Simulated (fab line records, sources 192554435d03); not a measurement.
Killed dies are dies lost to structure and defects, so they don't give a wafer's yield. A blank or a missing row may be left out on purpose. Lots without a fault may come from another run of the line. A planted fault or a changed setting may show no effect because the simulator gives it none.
Split-lot experiment | flow n5_finfet | 7 lots, 39 wafers read, on a route of 1938 steps

THE SPLIT
At N5_FIN_SAQP_SPACER1_ALD_24 (deposits SiO2, target thk 20.3 nm, pulse time 1 s, purge time 2 s), the setting ald_cycles was moved away from the recipe's 218 on 12 of the 39 wafers read, by -10.1% to +16.5%. The other wafers ran this setting at the recipe's value.

FROM THE SPLIT TO THE READING: what the file shows between them, 2 steps
- N5_FIN_SAQP_SPACER1_ETCHBACK_25: etches SiO2 in CHF3/O2, target depth 24.4 nm, time 12.2 s
- N5_FIN_SAQP_MANDREL1_REMOVE_56: chemistry HBr/Cl2/O2, target a-Si, stops on SiNx, bt time 10 s

THE READING
cd_nm, in nm, at N5_FIN_SAQP_CD_MEAS_27 (target cd 20 nm). Fault-free wafers of this fab line usually give 20.29 nm, standard deviation 0.26 nm.

wafer  | tool, chamber at the split | ald_cycles as run | against the recipe | cd_nm, nm | against lot-mates on the recipe
L083.1 | ald_sin-01, 1,0,2,1        | 218               | recipe             | 20.69     | -
L083.2 | ald_sin-01, 3,0            | 218               | recipe             | 20.88     | -
L083.3 | ald_sin-01, 1,0,2,1        | 218               | recipe             | 20.62     | -
L083.4 | ald_sin-01, 1,0,2,1        | 218               | recipe             | 20.38     | -
L083.5 | ald_sin-01, 3,0            | 218               | recipe             | 21.10     | -
L083.6 | ald_sin-01, 1,0,2,1        | 218               | recipe             | 20.49     | -
L084.1 | ald_sin-01, 3              | 236               | +8.3%              | 21.75     | +1.45
L084.2 | ald_sin-01, 1              | 218               | recipe             | 20.40     | -
L084.3 | ald_sin-01, 2,3            | 218               | recipe             | 20.33     | -
L084.4 | ald_sin-01, 0,2            | 236               | +8.3%              | 21.71     | +1.41
L084.5 | ald_sin-01, 0,2            | 236               | +8.3%              | 22.06     | +1.76
L084.6 | ald_sin-01, 2,3            | 218               | recipe             | 20.16     | -
L087.1 | ald_sin-01, 3,0,1          | 218               | recipe             | 19.66     | -
L087.2 | ald_sin-01, 2,1,0          | 196               | -10.1%             | 17.93     | -2.01
L087.3 | ald_sin-01, 2,1,0          | 196               | -10.1%             | 18.31     | -1.63
L087.4 | ald_sin-01, 2,1,0          | 196               | -10.1%             | 17.98     | -1.96
L087.5 | ald_sin-01, 3,0,1          | 218               | recipe             | 20.05     | -
L087.6 | ald_sin-01, 3,0,1          | 218               | recipe             | 20.12     | -
L088.1 | ald_sin-04, 2,1            | 218               | recipe             | 20.19     | -
L088.2 | ald_sin-04, 1,0,3,0        | 218               | recipe             | 19.92     | -
L088.3 | ald_sin-04, 1,0,3,0        | 218               | recipe             | 20.28     | -
L088.4 | ald_sin-04, 1,0,3,0        | 218               | recipe             | 20.53     | -
L088.5 | ald_sin-04, 1,0,3,0        | 218               | recipe             | 20.44     | -
L088.6 | ald_sin-04, 2,1            | 218               | recipe             | 20.17     | -
L089.1 | ald_sin-04, 2,3,0          | 241               | +10.6%             | 22.47     | +2.20
L089.2 | ald_sin-04, 1,0            | 218               | recipe             | 19.94     | -
L089.3 | ald_sin-04, 2,3,0          | 241               | +10.6%             | 22.25     | +1.98
L089.4 | ald_sin-04, 2,3,0          | 241               | +10.6%             | 22.12     | +1.85
L089.5 | ald_sin-04, 1,0            | 218               | recipe             | 20.66     | -
L089.6 | ald_sin-04, 1              | 218               | recipe             | 20.21     | -
L095.1 | ald_sin-04, 2              | 254               | +16.5%             | 23.96     | +3.86
L095.2 | ald_sin-04, 1,0            | 254               | +16.5%             | 23.63     | +3.53
L095.3 | ald_sin-04, 3,0            | 218               | recipe             | 20.27     | -
L095.4 | ald_sin-04, 3,0            | 218               | recipe             | 20.25     | -
L095.5 | ald_sin-04, 1,0            | 254               | +16.5%             | 23.84     | +3.74
L095.6 | ald_sin-04, 1              | 218               | recipe             | 19.78     | -
L097.1 | ald_sin-01, 3              | 218               | recipe             | 20.37     | -
L097.3 | ald_sin-01, 2,3            | 218               | recipe             | 20.38     | -
L097.6 | ald_sin-01, 2,3            | 218               | recipe             | 20.00     | -
Where a row lists several chambers, the file gives one row for several wafers and doesn't say which wafer went through which chamber.

THE FIT
A straight line over all 39 wafers: cd_nm changes by +0.207 nm for each +1% of ald_cycles; r = +0.98; the points scatter about the line by 0.3 nm.
The same after taking each lot's own level away (the mean of its wafers on the recipe; 39 wafers): +0.205 nm for each +1%; r = +0.98; scatter 0.24 nm.
On that fit, the largest move of ald_cycles shifts the reading by 3.4 nm.
The lots' own levels span 19.943 to 20.693 nm, that is 2.9 times the standard deviation above.
So the lot-to-lot level changes the slope little: the two slopes agree.
Check: with one of the wafers moved furthest among these (+16.5%) left out of the fit, the line predicts +3.31 nm for it against its lot-mates. It came out at +3.86 nm against them.

OTHER SPLITS ON THESE WAFERS
These wafers also went through other splits before the reading. Each is held against what the fit with the lots' levels taken away leaves over:
other split on the same wafers    | wafers away from the commonest value | r with cd_nm (lot level and that fit taken away)
N5_WELL_APT_IMPLANT_15 energy_kev | 9                                    | +0.06
N5_FIN_SAQP_HM_DEP_72 time_s      | 12                                   | +0.20

THE WHOLE CHAIN: every reading that the file lists as answering this split, in the file's order
step                           | what it does                                                      | reading                                                                                 | change (the file's fit)               | r (the file's)
N5_FIN_SAQP_SPACER1_ALD_24     | deposits SiO2, target thk 20.3 nm, pulse time 1 s, purge time 2 s | SiO2_of_FIN_SAQP_SPACER1_ALD_24.thk_nm (the simulator's own value, which no gauge read) | +0.205 nm for each +1% of the setting | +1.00
N5_FIN_SAQP_MANDREL1_REMOVE_56 | chemistry HBr/Cl2/O2, target a-Si, stops on SiNx, bt time 10 s    | FIN_SAQP.cd_nm (the simulator's own value, which no gauge read)                         | +0.201 nm for each +1% of the setting | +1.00
N5_FIN_SAQP_CD_MEAS_27         | target cd 20 nm                                                   | cd_nm                                                                                   | +0.206 nm for each +1% of the setting | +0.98

THE FILE'S OWN FIT
cd_nm changes by +0.206 nm for each +1% of ald_cycles, r = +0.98.
